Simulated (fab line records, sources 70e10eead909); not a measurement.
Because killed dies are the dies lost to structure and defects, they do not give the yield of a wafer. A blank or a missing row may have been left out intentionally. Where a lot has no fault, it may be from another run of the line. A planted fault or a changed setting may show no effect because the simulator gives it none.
Shared-tool check -- flow nandHarc -- Lots sampled 13, wafers sampled 39

## REASON IT WAS OPENED
At NHARC_P_STI_INSPECT_11 the reading rawDefectCount is flagged on 2 of 13 lots. Fault-free wafers read 6, with a standard deviation of 3.1.
Rule: a lot is flagged in two cases, either no wafer of it has a number, or all its wafers with numbers fall more than 4 standard deviations from that mean. The other lots count as sound.

lot,measured,on,"rawDefectCount, wafer by wafer",flag
L288,day 3 03:47,defectInspect-02,7 4 4,
L289,day 3 14:32,defectInspect-01,7 10 8,
L290,day 4 02:58,defectInspect-02,8 13 9,
L291,day 4 10:59,defectInspect-01,2 4 3,
L292,day 4 20:56,defectInspect-01,5 7 5,
L295,day 6 04:25,defectInspect-02,5 4 3,
L296,day 6 12:57,defectInspect-01,7 9 11,
L297,day 7 00:31,defectInspect-02,3 6 7,
L299,day 7 20:16,defectInspect-02,4 3 6,
L305,day 10 08:15,defectInspect-01,1302 1332 1384,FLAGGED
L306,day 10 20:11,defectInspect-02,1379 1379 1343,FLAGGED
L309,day 11 22:32,defectInspect-01,6 4 6,
L310,day 12 08:55,defectInspect-02,4 4 2,
Flagged lots average 1353: +1347 relative to the usual, that is +99 or more standard deviations.

## EACH LOT AND THE TOOL IT RAN ON
Before the reading, the record contains 2 process steps out of a 1302-step route. In each cell: the tool, then ch and the chambers that the sampled wafers went through, then the start.
lot,flag,NHARC_P_ZERO_WELL_ETCH_65,NHARC_P_STI_ETCH_26
L288,,"rieDiel-07 ch 0,3, day 2 07:29","wetBench-07 ch 0,1,2, day 2 13:46"
L289,,"rieDiel-04 ch 2,3, day 2 17:22","wetBench-07 ch 0,1,5, day 2 23:23"
L290,,"rieDiel-07 ch 0,1,3, day 3 03:26","wetBench-07 ch 0,2,4, day 3 09:34"
L291,,"rieDiel-07 ch 0,1, day 3 13:30","wetBench-04 ch 0,3,4, day 3 19:40"
L292,,"rieDiel-04 ch 0,1,2, day 3 23:22","wetBench-07 ch 0,1,7, day 4 05:26"
L295,,"rieDiel-08 ch 0,2,3, day 5 05:30","wetBench-07 ch 0,2,5, day 5 11:31"
L296,,"rieDiel-08 ch 0,1,3, day 5 15:29","wetBench-07 ch 1,4,6, day 5 21:34"
L297,,"rieDiel-08 ch 0,1, day 6 01:21","wetBench-07 ch 2,4,6, day 6 07:22"
L299,,"rieDiel-08 ch 0,1,2, day 6 21:29","wetBench-04 ch 3,5,6, day 7 03:37"
L305,FLAGGED,"rieDiel-08 ch 0,1,2, day 9 09:23","wetBench-07 ch 0,2,4, day 9 15:39"
L306,FLAGGED,"rieDiel-04 ch 0,3, day 9 19:31","wetBench-07 ch 1,2,4, day 10 01:49"
L309,,"rieDiel-08 ch 0,1,3, day 11 01:31","wetBench-04 ch 4,5,6, day 11 07:43"
L310,,"rieDiel-08 ch 0,1,2, day 11 11:32","wetBench-06 ch 0,4,5, day 11 17:40"
These steps, and what they do:
- NHARC_P_ZERO_WELL_ETCH_65: etches the open film in N2/H2, target depth 80 nm, overetch 24 nm, time 87.88 s.
- NHARC_P_STI_ETCH_26: etches SiO2 in dHF, target depth 11 nm.
- NHARC_P_STI_INSPECT_11

## FLAGGED AGAINST TOTAL, ONE TOOL AT A TIME (gauges that did the reading follow at the end)
step,tool,lots run,flagged,share of the flagged lots,sound lots run after its first flagged lot
NHARC_P_ZERO_WELL_ETCH_65,rieDiel-04,3,1,some,0
NHARC_P_ZERO_WELL_ETCH_65,rieDiel-07,3,0,none,-
NHARC_P_ZERO_WELL_ETCH_65,rieDiel-08,7,1,some,"2 (L309,L310)"
NHARC_P_STI_ETCH_26,wetBench-04,3,0,none,-
NHARC_P_STI_ETCH_26,wetBench-06,1,0,none,-
NHARC_P_STI_ETCH_26,wetBench-07,9,2,all,0
NHARC_P_STI_INSPECT_11,defectInspect-01,6,1,some,1 (L309)
NHARC_P_STI_INSPECT_11,defectInspect-02,7,1,some,1 (L310)

## THE TABLE: WHAT IT ALLOWS
1 row of the table ran every flagged lot: wetBench-07 at NHARC_P_STI_ETCH_26.
- wetBench-07 at NHARC_P_STI_ETCH_26: 2 of its 9 lots flagged. Its last sound lot is L297 (day 6 07:22), its first flagged lot L305 (day 9 15:39): a fault that began between those two fits.
One tool is left: wetBench-07 at NHARC_P_STI_ETCH_26.

## WHAT THE SIMULATOR HAD INSERTED
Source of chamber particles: wetBench-07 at NHARC_P_STI_ETCH_26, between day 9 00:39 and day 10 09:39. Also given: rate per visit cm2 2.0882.
Shown lots that were struck: L305, L306. The rule above found the same.
